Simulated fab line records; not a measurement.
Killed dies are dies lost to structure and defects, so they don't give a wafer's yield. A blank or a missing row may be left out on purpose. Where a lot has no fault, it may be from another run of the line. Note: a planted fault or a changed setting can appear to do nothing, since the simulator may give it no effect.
Shared-tool check + flow n5 finfet + Sample size 10 lots and 30 wafers

== REASON FOR OPENING ==
2 of 10 lots carry a flag on the reading RS_NWELL at N5_BEOL_M4_RC_MEAS_101. Wafers without a fault read 1037 ohm/sq, standard deviation 7.8.
Rule: a lot is flagged in two cases, either no wafer of it has a number, or all its wafers with numbers fall more than 4 standard deviations from that mean. The other lots count as sound.

| lot  | measured     | on        | RS_NWELL (ohm/sq), wafer by wafer | flag    |
|------|--------------|-----------|-----------------------------------|---------|
| L506 | day 9 22:42  | prober-01 | 1043 1050 1046                    |         |
| L507 | day 11 01:32 | prober-02 | 1029 1031 1024                    |         |
| L509 | day 11 06:17 | prober-02 | 1037 1033 1041                    |         |
| L510 | day 11 06:32 | prober-01 | 1044 1043 1055                    |         |
| L513 | day 11 21:37 | prober-01 | 1034 1029 1037                    |         |
| L519 | day 12 23:56 | prober-01 | 1295 1295 1291                    | FLAGGED |
| L521 | day 13 09:41 | prober-01 | 1025 1037 1033                    |         |
| L520 | day 14 20:47 | prober-02 | 1274 1294 1290                    | FLAGGED |
| L525 | day 15 04:07 | prober-02 | 1036 1034 1039                    |         |
| L527 | day 16 00:40 | prober-02 | 1052 1052 1054                    |         |
On average the flagged lots' numbers are 1290 ohm/sq, which is +253 ohm/sq against the usual, or +32 standard deviations.

== LOT BY LOT: THE TOOL USED ==
The record holds 2 process steps before the reading, out of a route of 1938 steps. Every cell lists first the tool, next ch and the chambers used by the sampled wafers, and last the start.
| lot  | flag    | N5_ZERO_LAYER_ETCH_17             | N5_WELL_APT_IMPLANT_14         |
|------|---------|-----------------------------------|--------------------------------|
| L506 |         | rie diel-02 ch 1,2, day 2 00:52   | implanter-01 ch 0, day 2 02:25 |
| L507 |         | rie diel-04 ch 1,2, day 2 06:51   | implanter-01 ch 0, day 2 07:53 |
| L509 |         | rie diel-02 ch 1,3, day 2 18:43   | implanter-01 ch 0, day 2 20:13 |
| L510 |         | rie diel-02 ch 1,2, day 3 00:43   | implanter-02 ch 0, day 3 01:45 |
| L513 |         | rie diel-01 ch 1,2,3, day 3 18:52 | implanter-02 ch 0, day 3 20:12 |
| L519 | FLAGGED | rie diel-01 ch 0,1,2, day 5 06:58 | implanter-01 ch 0, day 5 08:25 |
| L521 |         | rie diel-04 ch 0,1,3, day 5 18:51 | implanter-02 ch 0, day 5 19:56 |
| L520 | FLAGGED | rie diel-01 ch 2,3, day 5 12:50   | implanter-01 ch 0, day 5 13:54 |
| L525 |         | rie diel-01 ch 0,1, day 6 18:49   | implanter-02 ch 0, day 6 20:02 |
| L527 |         | rie diel-02 ch 1,3, day 7 07:15   | implanter-02 ch 0, day 7 08:22 |
What these steps do:
- N5_ZERO_LAYER_ETCH_17: etches SiO2 in CF4, target depth 12 nm, time 13.3 s.
- N5_WELL_APT_IMPLANT_14
- N5_BEOL_M4_RC_MEAS_101

== FLAGGED AGAINST TOTAL, ONE TOOL AT A TIME (gauges that did the reading follow at the end) ==
| step                   | tool         | lots run | flagged | share of the flagged lots | sound lots run after its first flagged lot |
|------------------------|--------------|----------|---------|---------------------------|--------------------------------------------|
| N5_ZERO_LAYER_ETCH_17  | rie diel-01  | 4        | 2       | all                       | 1 (L525)                                   |
| N5_ZERO_LAYER_ETCH_17  | rie diel-02  | 4        | 0       | none                      | -                                          |
| N5_ZERO_LAYER_ETCH_17  | rie diel-04  | 2        | 0       | none                      | -                                          |
| N5_WELL_APT_IMPLANT_14 | implanter-01 | 5        | 2       | all                       | 0                                          |
| N5_WELL_APT_IMPLANT_14 | implanter-02 | 5        | 0       | none                      | -                                          |
| N5_BEOL_M4_RC_MEAS_101 | prober-01    | 5        | 1       | some                      | 1 (L521)                                   |
| N5_BEOL_M4_RC_MEAS_101 | prober-02    | 5        | 1       | some                      | 2 (L525,L527)                              |

== WHAT THE TABLE PERMITS ==
2 rows of the table ran every flagged lot: rie diel-01 at N5_ZERO_LAYER_ETCH_17, implanter-01 at N5_WELL_APT_IMPLANT_14.
- rie diel-01 at N5_ZERO_LAYER_ETCH_17: 2 of its 4 lots flagged. Sound lots followed the first flagged one (L525) on it, something a lasting fault affecting the whole tool could not allow.
- implanter-01 at N5_WELL_APT_IMPLANT_14: 2 of its 5 lots flagged. Its last sound lot is L509 (day 2 20:13), its first flagged lot L519 (day 5 08:25): a fault that began between those two fits. Its own readings lie more than 4 standard deviations out on every wafer of the flagged lots: beam energy keV.
implanter-01 at N5_WELL_APT_IMPLANT_14 is the single tool remaining.

== WHAT THE SIMULATOR HAD PUT IN ==
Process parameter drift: implanter-01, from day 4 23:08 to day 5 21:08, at N5_WELL_APT_IMPLANT_14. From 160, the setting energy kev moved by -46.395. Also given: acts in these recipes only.
Lots struck among those shown: L519, L520. The rule given above showed the same thing.
